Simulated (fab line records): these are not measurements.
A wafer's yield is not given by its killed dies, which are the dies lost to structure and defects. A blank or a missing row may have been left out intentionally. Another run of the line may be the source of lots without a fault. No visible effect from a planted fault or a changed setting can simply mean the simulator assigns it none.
Chamber matching	flow n5 finfet	3 sister chambers for N5_HKMG_FIN_CVD_62 on thermal cvd si-02
The step deposits a-Si from Si2H6, target thk 3 nm, time 20.8 s. 3 wafers are shown with their chamber, then 11 later ones without.

WAFERS WITH THEIR CHAMBER
wafer	chamber	heater power w (W)
L085.4	1	1453
L087.1	2	1433
L089.2	0	1395

WAFERS WHOSE CHAMBER IS MISSING
wafer	heater power w (W)
L089.3	1463
L089.5	1430
L091.2	1484
L091.4	1459
L091.6	1467
L093.1	1450
L093.4	1435
L093.6	1459
L095.2	1388
L095.3	1418
L095.4	1432

THE CHAMBER EACH PASSED THROUGH
wafer	from the rows above	in truth
L089.3	can't be placed: 1 or 2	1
L089.5	can't be placed: 2 or 1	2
L091.2	can't be placed: 1 or 2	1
L091.4	can't be placed: 1 or 2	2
L091.6	can't be placed: 1 or 2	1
L093.1	can't be placed: 1 or 2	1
L093.4	can't be placed: 2 or 1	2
L093.6	can't be placed: 1 or 2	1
L095.2	0	0
L095.3	can't be placed: 2 or 0 or 1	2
L095.4	can't be placed: 2 or 1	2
Placed correctly: 1 of 11. Not placeable from these rows: 10 (in 10, the candidates include the true chamber). Placed wrongly: 0.
How it was worked out, from the rows above alone: a wafer's distance from a chamber is the root of the sum, over the readings, of the square of ((its reading less the chamber's mean) divided by the reading's scatter). If the next closest chamber is less than 2 further off than the closest, the wafer can't be placed; otherwise it belongs to the closest. A chamber's mean is the mean of its shown wafers. The scatter (one wafer shown for each chamber): square how far every hidden wafer sits from the nearest shown wafer, average those squares and take the square root.
